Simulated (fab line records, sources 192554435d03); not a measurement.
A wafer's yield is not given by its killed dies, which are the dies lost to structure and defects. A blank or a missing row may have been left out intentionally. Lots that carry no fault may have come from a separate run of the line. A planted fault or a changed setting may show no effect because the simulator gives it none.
Matching of chambers	flow n5Finfet	3 sister chambers for N5_BEOL_M5_PRE_CLEAN_77 on cvdCo-02
The step time 15 s. 3 wafers are shown with their chamber, then 12 later ones without.

## WAFERS, EACH WITH ITS CHAMBER
wafer	chamber	heaterPowerW (W)
L081.5	2	102
L084.4	0	65
L084.5	1	96

## WAFERS MISSING THEIR CHAMBER
wafer	heaterPowerW (W)
L088.1	62
L088.4	64
L088.6	105
L089.2	95
L089.3	63
L089.5	98
L094.1	103
L094.3	63
L094.4	64
L095.2	104
L095.3	64
L095.4	98

## WHICH CHAMBER EACH WENT THROUGH
wafer	from the rows above	in truth
L088.1	0	0
L088.4	0	0
L088.6	2	2
L089.2	1	1
L089.3	0	0
L089.5	can't be placed: 1 or 2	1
L094.1	2	2
L094.3	0	0
L094.4	0	0
L095.2	2	2
L095.3	0	0
L095.4	can't be placed: 1 or 2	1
10 of 12 placed correctly. From these rows, 2 cannot be placed; in 2 the true chamber is one of the candidates. Number placed wrongly: 0.
How it was worked out, from the rows above alone: a wafer's distance from a chamber is the root of the sum, over the readings, of the square of ((its reading less the chamber's mean) divided by the reading's scatter). The wafer belongs to the nearest chamber; if the next one is less than 2 further off, it can't be placed. The mean given for a chamber averages the wafers shown for that chamber. The scatter (one wafer shown for each chamber): square how far every hidden wafer sits from the nearest shown wafer, average those squares and take the square root.
